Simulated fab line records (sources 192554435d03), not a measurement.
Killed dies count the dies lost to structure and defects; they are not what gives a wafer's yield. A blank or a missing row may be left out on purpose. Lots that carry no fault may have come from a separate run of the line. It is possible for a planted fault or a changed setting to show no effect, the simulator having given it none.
Split-lot trial	flow n5Finfet	7 lots, 21 wafers read, on a route of 1938 steps

ON THE SPLIT
At N5_BEOL_M2_ETCH_69 (etches SiARC in CF4, target depth 15.6 nm, time 26 s), the setting biasW was moved away from the recipe's 36 W on 11 of the 21 wafers read, by -17.7% to +14.5%. All remaining wafers had this setting at the recipe value.

The split's own step is where the reading is taken.

THE READING
rfVppV, in V, at N5_BEOL_M2_ETCH_69 (etches SiARC in CF4, target depth 15.6 nm, time 26 s). A value of 184.5 V with a standard deviation of 1.1 V is what fault-free wafers of this fab line usually give.

wafer	tool, chamber at the split	biasW as run, W	against the recipe	rfVppV, V	against lot-mates on the recipe
L077.2	rieDiel-04, 1	36	recipe	185.9	-
L077.3	rieDiel-04, 3	39.35	+9.3%	195.4	+10.5
L077.6	rieDiel-04, 3	36	recipe	183.9	-
L081.1	rieDiel-04, 0	36	recipe	184.4	-
L081.4	rieDiel-04, 3	36	recipe	185.2	-
L081.5	rieDiel-04, 3	36	recipe	186.7	-
L082.1	rieDiel-06, 1	37.66	+4.6%	190.0	no lot-mate on the recipe
L082.5	rieDiel-06, 1	37.66	+4.6%	188.8	no lot-mate on the recipe
L082.6	rieDiel-06, 2	37.66	+4.6%	190.5	no lot-mate on the recipe
L087.1	rieDiel-06, 2	29.63	-17.7%	162.7	-22.3
L087.4	rieDiel-06, 1	29.63	-17.7%	162.7	-22.3
L087.5	rieDiel-06, 1	36	recipe	185.0	-
L089.1	rieDiel-04, 2	36	recipe	184.1	-
L089.3	rieDiel-04, 3	32.17	-10.6%	171.0	-13.1
L089.5	rieDiel-04, 3	32.17	-10.6%	171.0	-13.1
L091.1	rieDiel-04, 3	34.04	-5.4%	177.7	-6.5
L091.2	rieDiel-04, 1	36	recipe	184.7	-
L091.6	rieDiel-04, 2	36	recipe	183.7	-
L096.1	rieDiel-04, 2	36	recipe	184.5	-
L096.4	rieDiel-04, 0	41.23	+14.5%	201.3	+16.8
L096.5	rieDiel-04, 0	41.23	+14.5%	202.8	+18.3

THE FIT
A straight line over all 21 wafers: rfVppV changes by +1.22 V for each +1% of biasW; r = +1.00; the points scatter about the line by 0.82 V.
The same after taking each lot's own level away (the mean of its wafers on the recipe; 18 wafers): +1.23 V for each +1%; r = +1.00; scatter 0.69 V.
Per that fit: largest biasW move, reading shift of 22 V.
The lots' own levels span 184.10 to 185.43 V, that is 1.2 times the standard deviation above.
So the lot-to-lot level changes the slope little: the two slopes agree.
Check: with one of the wafers moved furthest among these (-17.7%) left out of the fit, the line predicts -21.7 V for it against its lot-mates. Against them it came out at -22.3 V.
Tool readings at the split's step, against how far the setting was moved: rfVppV r = +1.00.

ADDITIONAL SPLITS CARRIED BY THESE WAFERS
Note: prior to the reading, these wafers also went through further splits. Each is held against what the fit with the lots' levels taken away leaves over:
other split on the same wafers	wafers away from the commonest value	r with rfVppV (lot level and that fit taken away)
N5_BEOL_M0_SAQP_PECVD_04 timeS	7	-0.17
N5_BEOL_M0_SAQP_HM_DEP_111 timeS	6	-0.03
N5_BEOL_M0_SAQP_SPACER2_ALD_26 targetThkA	6	+0.14
N5_BEOL_M0_SAQP_COAT_87 tempC	9	+0.13
N5_BEOL_M2_EXPOSE_25 doseMj	8	+0.10

FILE'S OWN FIT
rfVppV changes by +1.22 V for each +1% of biasW, r = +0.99.
